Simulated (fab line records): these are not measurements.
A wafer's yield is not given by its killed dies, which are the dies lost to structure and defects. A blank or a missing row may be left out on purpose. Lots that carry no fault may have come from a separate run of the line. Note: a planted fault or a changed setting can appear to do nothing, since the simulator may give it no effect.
fab line records	flow nandHarc
record: lots: 6	wafers: 18	lastDay: 24
route steps=1159 shown P_M1@306 P_M2@318 END@1159
lots with no fault: from the same line, run without faults
startH: hours from the record's opening day to when the first of the lot's shown wafers began	waitH: time in hours since the lot's previous step	" repeats the value in the row above	L1.1+2: a row that stands for several wafers	- no value, or no start given	* or withheld: withheld	< > ~ a bound
route shown NAME@n: a module of which the file shows steps, and the number in the route of the first	usual: average and standard deviation across the fault-free wafers	same: alike in all rows	chamber/n: place in a boat	sites: per-site readings	_std_site: standard deviation across them	_edge_site: outer sites' mean less inner sites'	radiusMm: for every site, how far away it sits from the centre of the wafer	mask NAME#n: copy n	behind: the tool/chamber that last shaped the wafer	hold: cause of the lot's hold/its duration in hours/its outcome	device: names the non-switching transistor (n, p or np)	end of line: the tests these same wafers got at the end of their route	a step given without rows: its recipe and nothing more	killed: not the wafer's yield, but the dies lost to structure and defects at the first sort	map: dies across one wafer; x = killed, . = not, _ = none there
set.NAME: the setting as run; set.NAME@STEP: as run at that earlier step	model.NAME: the simulator's own value behind a step, which no gauge read
certain route steps with their lots: each step a table, each wafer a row
services: the hour from which a tool's chamber was out of use, counted from the record's first day as startH (under 0 if before that day), plus the number of hours and why
== steps ==
step: NHARC_P_M1_PRE_CLEAN_30
recipe: timeS: 30	tempC: 280	gas: H2/He
usual: heaterPowerW: 430/56
same: timeS: 30
lot.wafer	tool	chamber	startH	waitH	heaterPowerW
L569.3	pvdSputter-03	-	-	-	351
L569.1	"	-	"	"	483
L569.5	"	-	"	"	420
L574.2	pvdSputter-02	-	-	-	458
L574.5	"	-	"	"	344
L574.6	"	-	"	"	484
L576.3	pvdSputter-03	-	-	-	366
L576.4	"	-	"	"	428
L576.5	"	-	"	"	506
L577.2	pvdSputter-02	-	-	-	450
L577.3	"	-	"	"	330
L577.4	"	-	"	"	477
L583.2	pvdSputter-03	-	-	-	344
L583.4	"	-	"	"	483
L583.6	"	-	"	"	467
L586.4	pvdSputter-01	-	-	-	427
L586.2	"	-	"	"	437
L586.6	"	-	"	"	412
step: NHARC_P_M1_PVD_20
recipe: targetThkA: 50	biasV: 168.6	powerW: 15000	chamberPressurePa: 0.12	timeS: 8.06	substrateTempC: 50	material: TaN
usual: cathodeDcPowerW: 15000/2.9	throttleValvePct: 30.2/1.2
same: timeS: 8.06
lot.wafer	tool	chamber	startH	waitH	cathodeDcPowerW	throttleValvePct
L569.1	pvdSputter-03	-	-	-	14999	32.0
L569.3	"	-	"	"	14998	30.5
L569.5	"	-	"	"	15000	30.2
L574.2	pvdSputter-02	-	-	-	14997	31.4
L574.5	"	-	"	"	14996	27.7
L574.6	"	-	"	"	15002	29.1
L576.3	pvdSputter-03	-	-	-	14998	30.6
L576.4	"	-	"	"	15002	30.2
L576.5	"	-	"	"	15002	30.4
L577.2	pvdSputter-02	-	-	-	15000	28.1
L577.4	"	-	"	"	14999	29.4
L577.3	"	-	"	"	15000	31.7
L583.2	pvdSputter-03	-	-	-	15006	30.3
L583.4	"	-	"	"	15000	29.9
L583.6	"	-	"	"	14997	30.0
L586.2	pvdSputter-01	-	-	-	15002	31.2
L586.4	"	-	"	"	15001	29.0
L586.6	"	-	"	"	14999	30.6
step: NHARC_P_M1_PVD_21
recipe: targetThkA: 300	chamberPressurePa: 5	powerW: 5000	substrateTempC: 30	timeS: 20.49	material: Cu
usual: cathodeDcPowerW: 4999.9/0.94	throttleValvePct: 30.2/1.2
same: timeS: 20.49
lot.wafer	tool	chamber	startH	waitH	cathodeDcPowerW	throttleValvePct
L569.3	pvdSputter-03	-	-	-	4998.7	29.9
L569.1	"	-	"	"	5000.8	30.4
L569.5	"	-	"	"	5001.0	29.8
L574.2	pvdSputter-02	-	-	-	4999.7	31.3
L574.5	"	-	"	"	4999.3	31.8
L574.6	"	-	"	"	4998.9	31.2
L576.4	pvdSputter-03	-	-	-	4998.2	32.1
L576.3	"	-	"	"	5000.6	30.1
L576.5	"	-	"	"	4999.8	32.0
L577.2	pvdSputter-02	-	-	-	5000.7	27.8
L577.4	"	-	"	"	4999.8	29.2
L577.3	"	-	"	"	5000.6	31.3
L583.4	pvdSputter-03	-	-	-	5000.1	30.0
L583.2	"	-	"	"	5001.3	31.5
L583.6	"	-	"	"	4999.7	30.3
L586.4	pvdSputter-01	-	-	-	5000.0	28.5
L586.2	"	-	"	"	4999.9	31.3
L586.6	"	-	"	"	5000.4	29.2
step: NHARC_P_M1_ECD_22
recipe: targetThkA: 4000	bathTempC: 25	material: Cu
step: NHARC_P_M1_ANNEAL_31
recipe: tempC: 225	timeS: 90
usual: wafer_temp_C_max: 225.74/0.25
same: timeS: 90
lot.wafer	tool	chamber	startH	waitH	wafer_temp_C_max
L569.1	rtpAnneal-01	0	139.66	-	226.09
L569.3	"	0	"	"	226.35
L569.5	"	0	"	"	226.21
L574.2	rtpAnneal-02	0	174.51	-	225.69
L574.5	"	0	"	"	225.61
L574.6	"	0	"	"	225.46
L576.3	rtpAnneal-02	0	179.75	0.3	225.37
L576.4	"	0	"	"	225.07
L576.5	"	0	"	"	225.32
L577.2	rtpAnneal-02	0	184.90	0.4	226.03
L577.3	"	0	"	"	225.62
L577.4	"	0	"	"	225.80
L583.2	rtpAnneal-02	0	223.97	-	225.89
L583.4	"	0	"	"	226.10
L583.6	"	0	"	"	225.41
L586.2	rtpAnneal-02	0	246.63	0.4	225.70
L586.4	"	0	"	"	225.80
L586.6	"	0	"	"	225.86
step: NHARC_P_M1_CMP_23
recipe: tOverpolishS: 20	targetThkNm: 157.82
step: NHARC_P_M1_THK_MEAS_24
recipe: thkMeasGauge: xrf
usual: thkNm: 157.6/1.5
lot.wafer	tool	chamber	startH	waitH	thkNm
L569.1	filmMetro-01	-	140.32	-	156.8
L569.3	"	-	"	"	157.4
L569.5	"	-	"	"	158.5
L574.2	filmMetro-01	-	175.12	-	155.8
L574.5	"	-	"	"	157.6
L574.6	"	-	"	"	157.8
L576.3	filmMetro-01	-	180.33	-	161.2
L576.4	"	-	"	"	161.1
L576.5	"	-	"	"	161.6
L577.2	filmMetro-01	-	185.51	-	155.4
L577.3	"	-	"	"	156.5
L577.4	"	-	"	"	157.3
L583.2	filmMetro-01	-	224.58	-	156.6
L583.4	"	-	"	"	157.4
L583.6	"	-	"	"	155.5
L586.2	filmMetro-01	-	247.25	-	157.7
L586.4	"	-	"	"	157.0
L586.6	"	-	"	"	155.8
step: NHARC_P_M1_SRD_25
step: NHARC_P_M1_INSPECT_27
usual: rawDefectCount: 309/120
lot.wafer	tool	chamber	startH	waitH	rawDefectCount
L569.1	defectInspect-01	-	140.48	0.0	216
L569.3	"	-	"	"	424
L569.5	"	-	"	"	315
L574.2	defectInspect-02	-	175.27	0.0	242
L574.5	"	-	"	"	281
L574.6	"	-	"	"	252
L576.3	defectInspect-01	-	180.48	0.0	247
L576.4	"	-	"	"	323
L576.5	"	-	"	"	236
L577.2	defectInspect-01	-	185.67	0.0	235
L577.3	"	-	"	"	239
L577.4	"	-	"	"	251
L583.2	defectInspect-01	-	224.74	0.0	246
L583.4	"	-	"	"	264
L583.6	"	-	"	"	277
L586.2	defectInspect-02	-	247.40	0.0	218
L586.4	"	-	"	"	213
L586.6	"	-	"	"	226
step: NHARC_P_M1_PRE_CLEAN_32
recipe: timeS: 12	tempC: 370	rfPowerW: 300	gas: NH3
step: NHARC_P_M1_DEP_33
recipe: targetThkA: 300	tempC: 370	targetThkNm: 30	pressureTorr: 3	flowSccm: 200	rfW: 450	material: SiCN
usual: heaterPowerW: 565/81
lot.wafer	tool	chamber	startH	waitH	heaterPowerW
L569.3	pecvd-04	1	140.63	0.1	595
L569.1	"	0	"	"	424
L569.5	"	0	"	"	416
L574.2	pecvd-02	0	175.48	0.1	584
L574.6	"	0	"	"	568
L574.5	"	2	"	"	578
L576.3	pecvd-04	1	180.63	0.1	609
L576.4	"	1	"	"	596
L576.5	"	2	"	"	584
L577.2	pecvd-01	2	185.86	0.1	567
L577.3	"	0	"	"	682
L577.4	"	1	"	"	660
L583.2	pecvd-01	1	224.88	0.1	694
L583.4	"	2	"	"	564
L583.6	"	0	"	"	594
L586.2	pecvd-02	2	247.66	0.1	546
L586.4	"	1	"	"	604
L586.6	"	2	"	"	534
step: NHARC_P_M2_DEP_00
recipe: targetThkA: 1825	targetThkNm: 182.5	tempC: withheld	pressureTorr: 5	flowSccm: 200	rfW: 600	material: SiOC
lot.wafer	tool	chamber	startH	waitH
L569.1+3+5	pecvd-04	1,0,2	141.02	-
L574.2+5+6	pecvd-02	2,2,0	176.01	0.5
L574.2+5+6	pecvd-02	2,2,0	176.72	0.6
L576.3+4+5	pecvd-01	2,0,1	181.13	-
L576.3+4+5	pecvd-01	2,0,1	181.73	-
L577.3+2+4	pecvd-01	1,0,1	186.21	-
L583.2+4+6	pecvd-01	2,1,2	225.32	-
L586.2+4+6	pecvd-02	2,0,1	248.01	-
step: NHARC_P_M2_DEHYDRATE_01
recipe: tempC: 150	timeS: 120
step: NHARC_END_SORT_01
recipe: tempC: 25
usual: defectLimitedYield: 95.8/1.3	killedAtArray: 24/8.7	killedAtOther: 0.8/1.2	killedAtPeriphery: 3.6/2.3	killedDies: 28/8.9	killedOpen: 3.2/1.9	killedShort: 2.0/1.6	sort_bin_2_pct: 1.3/0.57	sort_bin_3_pct: 0.22/0.19	sort_bin_4_pct: 2.7/0.89	sortNPass: 649/8.9	sortRimYieldPct: 95/3.1	sortYieldPct: 95.8/1.3
same: grossDies: 677	sort_bin_5_pct[%]: 0	sort_bin_6_pct[%]: 0	sort_bin_7_pct[%]: 0	sort_bin_8_pct[%]: 0	sortRimNGross: 106.00
lot.wafer	tool	chamber	startH	waitH	defectLimitedYield[%]	killedAtArray	killedAtOther	killedAtPeriphery	killedDies	killedOpen	killedShort	sort_bin_2_pct[%]	sort_bin_3_pct[%]	sort_bin_4_pct[%]	sortNPass	sortRimYieldPct[%]	sortYieldPct[%]
L569.1	prober-02	0	472.64	2.5	96.3	25	0	0	25	0	3	0.9	0.15	2.7	652	92	96.3
L569.3	prober-02	0	474.19	3.0	95.4	26	0	5	31	4	6	1.8	0.30	2.5	646	94	95.4
L569.5	prober-02	0	475.74	3.6	94.4	37	0	1	38	3	5	1.2	0.15	4.3	639	98	94.4
L574.2	prober-02	0	497.57	2.8	0	31	0	646	677	4	1	96.3	0	3.7	0	0	0
L574.5	prober-02	0	500.00	3.7	0	26	0	651	677	5	0	96.5	0	3.5	0	0	0
L574.6	prober-02	0	500.81	4.1	0	27	0	650	677	4	4	97.0	0.15	2.8	0	0	0
L576.3	prober-01	0	498.29	3.1	0	47	0	630	677	7	1	94.5	0.59	4.9	0	0	0
L576.4	prober-01	0	499.09	3.4	0	33	1	643	677	4	1	95.3	0.30	4.4	0	0	0
L576.5	prober-01	0	499.89	3.7	0	34	0	643	677	2	3	96.3	0.15	3.5	0	0	0
L577.2	prober-01	0	526.83	2.8	95.7	26	0	3	29	6	3	1.0	0.15	3.1	648	93	95.7
L577.3	prober-01	0	527.62	3.1	95.4	28	0	3	31	7	0	1.6	0.30	2.7	646	99	95.4
L577.4	prober-01	0	528.41	3.4	95.9	25	0	3	28	0	4	1.6	0.15	2.4	649	93	95.9
L583.2	prober-02	0	546.94	2.8	94.4	36	0	2	38	3	3	2.1	0.15	3.4	639	92	94.4
L583.4	prober-02	0	548.56	3.4	92.8	47	0	2	49	4	3	2.7	0.30	4.3	628	95	92.8
L583.6	prober-02	0	550.17	4.0	94.4	35	0	3	38	1	1	1.8	0.30	3.5	639	92	94.4
killed by level:class
L569.1 A_CHANNEL_HOLE_D1:chamberFilmFlake=8 A_STAIRCASE:chamberFilmFlake=6 A_SLIT:chamberFilmFlake=6 A_WL_FILL:geometricParticle:short=2 A_M0:geometricParticle:short=1 A_CONTACT:chamberFilmFlake=1 A_M1:chamberFilmFlake=1
L569.3 A_CHANNEL_HOLE_D1:chamberFilmFlake=11 A_STAIRCASE:chamberFilmFlake=4 A_SLIT:chamberFilmFlake=4 A_WL_FILL:geometricParticle:short=2 P_STI:chamberFilmFlake=2 P_GATE:geometricParticle:short=1 P_CONTACT:geometricParticle:short=1 P_M0:geometricParticle:open=1
L569.5 A_CHANNEL_HOLE_D1:chamberFilmFlake=15 A_SLIT:chamberFilmFlake=13 A_CHANNEL_FILL_D1:geometricParticle:short=2 A_SOURCE_PLATE:geometricParticle:open=1 A_WL_FILL:geometricParticle:short=1 A_BLC:geometricParticle:short=1 A_BLC:geometricParticle:open=1 A_M0:geometricParticle:short=1
L574.2 P_M2:areaDep=640 A_SLIT:chamberFilmFlake=11 A_CHANNEL_HOLE_D1:chamberFilmFlake=6 A_CONTACT:chamberFilmFlake=5 A_WL_FILL:chamberFilmFlake=4 P_ZERO_WELL:chamberFilmFlake=3 A_SGD_CUT:geometricParticle:open=2 P_M2:chamberFilmFlake=2
L576.3 P_M2:areaDep=624 A_CHANNEL_HOLE_D1:chamberFilmFlake=16 A_SLIT:chamberFilmFlake=15 A_CONTACT:chamberFilmFlake=9 A_STAIRCASE:chamberFilmFlake=3 P_M0:geometricParticle:open=2 P_GATE:geometricParticle:open=1 P_M1:geometricParticle:open=1
L576.4 P_M2:areaDep=637 A_CHANNEL_HOLE_D1:chamberFilmFlake=19 A_SLIT:chamberFilmFlake=6 P_BONDPAD:chamberFilmFlake=3 A_CONTACT:chamberFilmFlake=3 A_WL_FILL:chamberFilmFlake=2 P_GATE:geometricParticle:open=1 P_CONTACT:geometricParticle:open=1
L576.5 P_M2:areaDep=641 A_SLIT:chamberFilmFlake=15 A_CHANNEL_HOLE_D1:chamberFilmFlake=10 A_STAIRCASE:chamberFilmFlake=3 P_BONDPAD:chamberFilmFlake=1 A_ONON_D1:geometricParticle:open=1 A_ONON_D1:geometricParticle:short=1 A_CHANNEL_FILL_D1:geometricParticle:short=1
L574.5 P_M2:areaDep=641 A_SLIT:chamberFilmFlake=11 P_ZERO_WELL:chamberFilmFlake=4 P_M2:chamberFilmFlake=4 A_CHANNEL_HOLE_D1:chamberFilmFlake=4 A_WL_FILL:chamberFilmFlake=4 A_STAIRCASE:chamberFilmFlake=3 P_CONTACT:geometricParticle:open=1
L574.6 P_M2:areaDep=641 A_SLIT:chamberFilmFlake=11 A_CONTACT:chamberFilmFlake=4 A_CHANNEL_HOLE_D1:chamberFilmFlake=3 A_WL_FILL:chamberFilmFlake=3 P_CONTACT:geometricParticle:open=2 P_ZERO_WELL:chamberFilmFlake=2 P_M2:chamberFilmFlake=2
L577.2 A_CHANNEL_HOLE_D1:chamberFilmFlake=8 A_STAIRCASE:chamberFilmFlake=7 A_CONTACT:chamberFilmFlake=4 A_CHANNEL_FILL_D1:geometricParticle:open=2 P_GATE:geometricParticle:short=1 P_M0:geometricParticle:open=1 A_ONON_D1:geometricParticle:short=1 A_SGD_CUT:geometricParticle:open=1
L577.3 A_CHANNEL_HOLE_D1:chamberFilmFlake=12 A_CONTACT:chamberFilmFlake=7 A_CONTACT:geometricParticle:open=2 A_M0:geometricParticle:open=2 A_STAIRCASE:chamberFilmFlake=2 P_GATE:geometricParticle:open=1 A_SGD_CUT:geometricParticle:open=1 A_WL_FILL:geometricParticle:open=1
L577.4 A_CHANNEL_HOLE_D1:chamberFilmFlake=9 A_STAIRCASE:chamberFilmFlake=8 A_CONTACT:chamberFilmFlake=4 A_CHANNEL_FILL_D1:geometricParticle:short=2 P_BONDPAD:chamberFilmFlake=2 P_STI:geometricParticle:short=1 A_ONON_D1:geometricParticle:short=1 A_WL_FILL:chamberFilmFlake=1
L583.2 A_SLIT:chamberFilmFlake=16 A_CHANNEL_HOLE_D1:chamberFilmFlake=13 A_CONTACT:geometricParticle:open=2 P_M1:geometricParticle:short=1 A_SOURCE_PLATE:geometricParticle:short=1 A_ONON_D1:geometricParticle:short=1 A_M0:geometricParticle:open=1 P_GATE:chamberFilmFlake=1
L583.4 A_CHANNEL_HOLE_D1:chamberFilmFlake=20 A_SLIT:chamberFilmFlake=17 A_CONTACT:geometricParticle:open=3 P_STI:chamberFilmFlake=2 A_ONON_D1:geometricParticle:short=1 A_SGD_CUT:geometricParticle:short=1 A_WL_FILL:geometricParticle:short=1 A_M0:geometricParticle:open=1
L583.6 A_CHANNEL_HOLE_D1:chamberFilmFlake=17 A_SLIT:chamberFilmFlake=13 P_M0:chamberFilmFlake=2 P_CONTACT:geometricParticle:short=1 A_CONTACT:geometricParticle:open=1 A_CHANNEL_FILL_D1:chamberFilmFlake=1 A_STAIRCASE:chamberFilmFlake=1 A_WL_FILL:chamberFilmFlake=1
map L574.2 (x killed, . not)
____________x____________
_________xxxxxxx_________
_______xxxxxxxxxxx_______
______xxxxxxxxxxxxx______
_____xxxxxxxxxxxxxxx_____
____xxxxxxxxxxxxxxxxx____
____xxxxxxxxxxxxxxxxx____
___xxxxxxxxxxxxxxxxxxx___
___xxxxxxxxxxxxxxxxxxx___
__xxxxxxxxxxxxxxxxxxxxx__
__xxxxxxxxxxxxxxxxxxxxx__
_xxxxxxxxxxxxxxxxxxxxxxx_
_xxxxxxxxxxxxxxxxxxxxxxx_
_xxxxxxxxxxxxxxxxxxxxxxx_
_xxxxxxxxxxxxxxxxxxxxxxx_
_xxxxxxxxxxxxxxxxxxxxxxx_
xxxxxxxxxxxxxxxxxxxxxxxxx
xxxxxxxxxxxxxxxxxxxxxxxxx
xxxxxxxxxxxxxxxxxxxxxxxxx
xxxxxxxxxxxxxxxxxxxxxxxxx
xxxxxxxxxxxxxxxxxxxxxxxxx
_xxxxxxxxxxxxxxxxxxxxxxx_
_xxxxxxxxxxxxxxxxxxxxxxx_
_xxxxxxxxxxxxxxxxxxxxxxx_
_xxxxxxxxxxxxxxxxxxxxxxx_
_xxxxxxxxxxxxxxxxxxxxxxx_
__xxxxxxxxxxxxxxxxxxxxx__
__xxxxxxxxxxxxxxxxxxxxx__
___xxxxxxxxxxxxxxxxxxx___
___xxxxxxxxxxxxxxxxxxx___
____xxxxxxxxxxxxxxxxx____
____xxxxxxxxxxxxxxxxx____
_____xxxxxxxxxxxxxxx_____
______xxxxxxxxxxxxx______
_______xxxxxxxxxxx_______
_________xxxxxxx_________
____________x____________
map L576.3 (x killed, . not)
____________x____________
_________xxxxxxx_________
_______xxxxxxxxxxx_______
______xxxxxxxxxxxxx______
_____xxxxxxxxxxxxxxx_____
____xxxxxxxxxxxxxxxxx____
____xxxxxxxxxxxxxxxxx____
___xxxxxxxxxxxxxxxxxxx___
___xxxxxxxxxxxxxxxxxxx___
__xxxxxxxxxxxxxxxxxxxxx__
__xxxxxxxxxxxxxxxxxxxxx__
_xxxxxxxxxxxxxxxxxxxxxxx_
_xxxxxxxxxxxxxxxxxxxxxxx_
_xxxxxxxxxxxxxxxxxxxxxxx_
_xxxxxxxxxxxxxxxxxxxxxxx_
_xxxxxxxxxxxxxxxxxxxxxxx_
xxxxxxxxxxxxxxxxxxxxxxxxx
xxxxxxxxxxxxxxxxxxxxxxxxx
xxxxxxxxxxxxxxxxxxxxxxxxx
xxxxxxxxxxxxxxxxxxxxxxxxx
xxxxxxxxxxxxxxxxxxxxxxxxx
_xxxxxxxxxxxxxxxxxxxxxxx_
_xxxxxxxxxxxxxxxxxxxxxxx_
_xxxxxxxxxxxxxxxxxxxxxxx_
_xxxxxxxxxxxxxxxxxxxxxxx_
_xxxxxxxxxxxxxxxxxxxxxxx_
__xxxxxxxxxxxxxxxxxxxxx__
__xxxxxxxxxxxxxxxxxxxxx__
___xxxxxxxxxxxxxxxxxxx___
___xxxxxxxxxxxxxxxxxxx___
____xxxxxxxxxxxxxxxxx____
____xxxxxxxxxxxxxxxxx____
_____xxxxxxxxxxxxxxx_____
______xxxxxxxxxxxxx______
_______xxxxxxxxxxx_______
_________xxxxxxx_________
____________x____________
== services ==
tool	chamber	startH	hours	kind
pvdSputter-01	-	118.21	63.5	repair
pecvd-02	-	153.11	13.0	pm
pecvd-02	0	153.11	13.0	ventCycle
pecvd-02	1	153.11	13.0	ventCycle
pecvd-02	2	153.11	13.0	ventCycle
pecvd-02	0	166.11	-	clean
pecvd-02	1	166.11	-	clean
pecvd-02	2	166.11	-	clean
pecvd-02	1	169.26	6.8	repair
pvdSputter-01	-	181.74	10.0	pm
pecvd-04	-	195.36	13.0	pm
pecvd-04	0	195.36	13.0	ventCycle
pecvd-04	1	195.36	13.0	ventCycle
pecvd-04	2	195.36	13.0	ventCycle
pvdSputter-01	-	199.24	6.4	repair
pecvd-04	0	208.36	-	clean
pecvd-04	1	208.36	-	clean
pecvd-04	2	208.36	-	clean
pvdSputter-02	-	217.21	10.0	pm
pecvd-01	-	237.32	13.0	pm
pecvd-01	0	237.32	13.0	ventCycle
pecvd-01	1	237.32	13.0	ventCycle
pecvd-01	2	237.32	13.0	ventCycle
pvdSputter-03	-	245.48	3.0	repair
== key ==
firstSign: step: NHARC_P_M2_DEP_00	reading: visit	direction: added
effect: step: NHARC_END_SORT_01	reading: killedAtPeriphery	direction: up	sigmas: 99+	usual: 3.6	struck: 643.8
moreKillsBornAt: NHARC_P_M2_DEP_00@pecvd-02: 1922	NHARC_P_M2_DEP_00@pecvd-01: 1902
metAt NHARC_P_M2_DEP_00
struckWafers L574.2,L574.5,L574.6,L576.3,L576.4,L576.5
laterRowsLeftOut L574.2,L574.5,L574.6,L576.3,L576.4,L576.5
fault: kind: repeatedStepWhole	tool: pecvd-01,pecvd-02,pecvd-04	chamber: -	onsetH: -	steps: NHARC_P_M2_DEP_00	times: 1	scope: struckLotsOnly
laterRowsLeftOut: the simulator's readings of these wafers behind a module that went badly wrong aren't trusted and aren't shown, but for the sort
